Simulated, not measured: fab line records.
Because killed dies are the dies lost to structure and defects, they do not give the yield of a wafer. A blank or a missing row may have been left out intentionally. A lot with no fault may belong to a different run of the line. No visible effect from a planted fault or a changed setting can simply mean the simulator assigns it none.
Chamber matching -- flow nand-harc -- 4 sister chambers for NHARC_A_SLIT_DESCUM_14 on rie-diel-06
The step chemistry O2, time 3 s. 4 wafers are shown with their chamber, then 8 later ones without.

== EACH WAFER AND ITS CHAMBER ==
wafer,chamber,oes-product-au (a.u.)
L083.6,2,0.983
L084.4,3,1.000
L084.6,1,0.998
L086.1,0,1.004

== WAFERS WHOSE CHAMBER IS MISSING ==
wafer,oes-product-au (a.u.)
L086.2,1.006
L086.4,1.007
L087.1,0.998
L087.4,1.000
L087.5,1.009
L094.2,0.998
L094.3,0.997
L094.4,1.012

== CHAMBER TAKEN BY EACH ==
wafer,from the rows above,in truth
L086.2,can't be placed: 0 or 3 or 1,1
L086.4,can't be placed: 0 or 3 or 1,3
L087.1,can't be placed: 1 or 3 or 0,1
L087.4,can't be placed: 3 or 1 or 0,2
L087.5,can't be placed: 0 or 3 or 1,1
L094.2,can't be placed: 1 or 3 or 0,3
L094.3,can't be placed: 1 or 3 or 0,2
L094.4,can't be placed: 0 or 3 or 1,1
Correctly placed: 0 of 8. Unplaceable from these rows: 8, with the true chamber sitting among the candidates in 6. Wrongly placed: 0.
How it was worked out, from the rows above alone: a wafer's distance from a chamber is the root of the sum, over the readings, of the square of ((its reading less the chamber's mean) divided by the reading's scatter). If the next closest chamber is less than 2 further off than the closest, the wafer can't be placed; otherwise it belongs to the closest. A chamber's mean is the mean of its shown wafers. The scatter (one wafer shown for each chamber): square how far every hidden wafer sits from the nearest shown wafer, average those squares and take the square root.
